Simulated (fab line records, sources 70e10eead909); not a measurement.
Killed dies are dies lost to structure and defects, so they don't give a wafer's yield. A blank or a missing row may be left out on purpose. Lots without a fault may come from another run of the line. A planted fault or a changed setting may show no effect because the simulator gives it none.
One fault seen from 3 desks | flow nand_harc | each desk has only its own numbers; what lay behind them comes last

THE TOOL OWNER'S DESK: rie_diel-07
The tool's own readings at NHARC_A_SLIT_ETCH_24 (etches the open film in CF4/CHF3, target depth 121 nm, time 60.5 s): means of the sampled wafers that have a number, for each lot that ran on this tool. A lot is out of limits, marked OUT, if its mean lies more than 4 standard deviations from the usual mean; the brackets give that distance.
Columns: A = chf3_flow_sccm at NHARC_A_SLIT_ETCH_24, usual 30.01 sccm; B = drypump_motor_current_A at NHARC_A_SLIT_ETCH_24, usual 5.4 A; C = oes_product_au at NHARC_A_SLIT_ETCH_24, usual 0.961 a.u.; D = rf_fwd_power_W at NHARC_A_SLIT_ETCH_24, usual 496.0 W; E = rf_vpp_V at NHARC_A_SLIT_ETCH_24, usual 370.4 V; F = showerhead_plenum_p_Torr at NHARC_A_SLIT_ETCH_24, usual 1.57 Torr; G = throttle_valve_pct at NHARC_A_SLIT_ETCH_24, usual 16.803 %
lot  | first seen here | A     | B   | C               | D                       | E     | F    | G
L624 | day 20 07:32    | 29.92 | 5.8 | 0.920           | 494.9                   | 371.6 | 1.62 | 16.801
L641 | day 27 04:38    | 30.08 | 5.7 | 1.195 (+14) OUT | 696.9 (+99 or more) OUT | 372.0 | 1.61 | 16.805
L642 | day 27 20:14    | 29.96 | 5.6 | 1.199 (+14) OUT | 695.2 (+99 or more) OUT | 370.4 | 1.54 | 16.808
This desk's finding: out of limits on L641, L642; first on L641, day 27 04:38 (oes_product_au at NHARC_A_SLIT_ETCH_24). In limits: L624.

THE DEFECT DESK
What the inspections along the route counted, lot by lot: means of the sampled wafers that have a number. A lot is out of limits, marked OUT, if its mean lies more than 4 standard deviations from the usual mean; the brackets give that distance.
Columns: A = raw_defect_count at NHARC_A_SLIT_INSPECT_11, usual 59
lot  | first seen here | A
L624 | day 20 07:23    | 125
L628 | day 21 13:02    | 22
L630 | day 22 21:45    | 85
L631 | day 23 12:59    | 32
L641 | day 27 04:29    | 55
L642 | day 27 20:05    | 58
This desk's finding: nothing out of limits on any of the 6 lots.

THE METROLOGY DESK
What the gauges read, lot by lot, whatever tool the lot ran on: means of the sampled wafers that have a number. A lot is out of limits, marked OUT, if its mean lies more than 4 standard deviations from the usual mean; the brackets give that distance.
Columns: A = cd_nm at NHARC_A_SLIT_CD_MEAS_09, usual 299.9 nm; B = overlay_x_nm at NHARC_A_SLIT_OVL_MEAS_10, usual -0.1 nm; C = overlay_y_nm at NHARC_A_SLIT_OVL_MEAS_10, usual -0.2 nm
lot  | first seen here | A     | B    | C
L624 | day 20 07:16    | 300.0 | 1.2  | -0.3
L628 | day 21 12:55    | 300.4 | -1.0 | -0.2
L630 | day 22 21:37    | 299.8 | 0.4  | 1.0
L631 | day 23 12:52    | 300.2 | -1.3 | -1.4
L641 | day 27 04:22    | 299.5 | -0.3 | -0.7
L642 | day 27 19:58    | 299.3 | -0.7 | -1.4
This desk's finding: nothing out of limits on any of the 6 lots.

PUT TOGETHER
The tool owner's desk could have raised an alarm at day 27 04:38, on L641, L642.
The defect desk saw nothing out of limits.
The metrology desk saw nothing out of limits.
The defect desk has L641, L642 on record, within its limits.
The metrology desk has L641, L642 on record, within its limits.
Of the lots named, all ran NHARC_A_SLIT_ETCH_24 on rie_diel-07.

WHAT THE SIMULATOR HAD PUT IN
Process parameter drift: rie_diel-07, from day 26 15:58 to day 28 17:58, at NHARC_A_SLIT_ETCH_24. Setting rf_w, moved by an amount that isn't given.
Lots struck among those shown: L641, L642.
Hours from the fault's start to each desk's first reading out of limits: the tool owner's desk, 13.
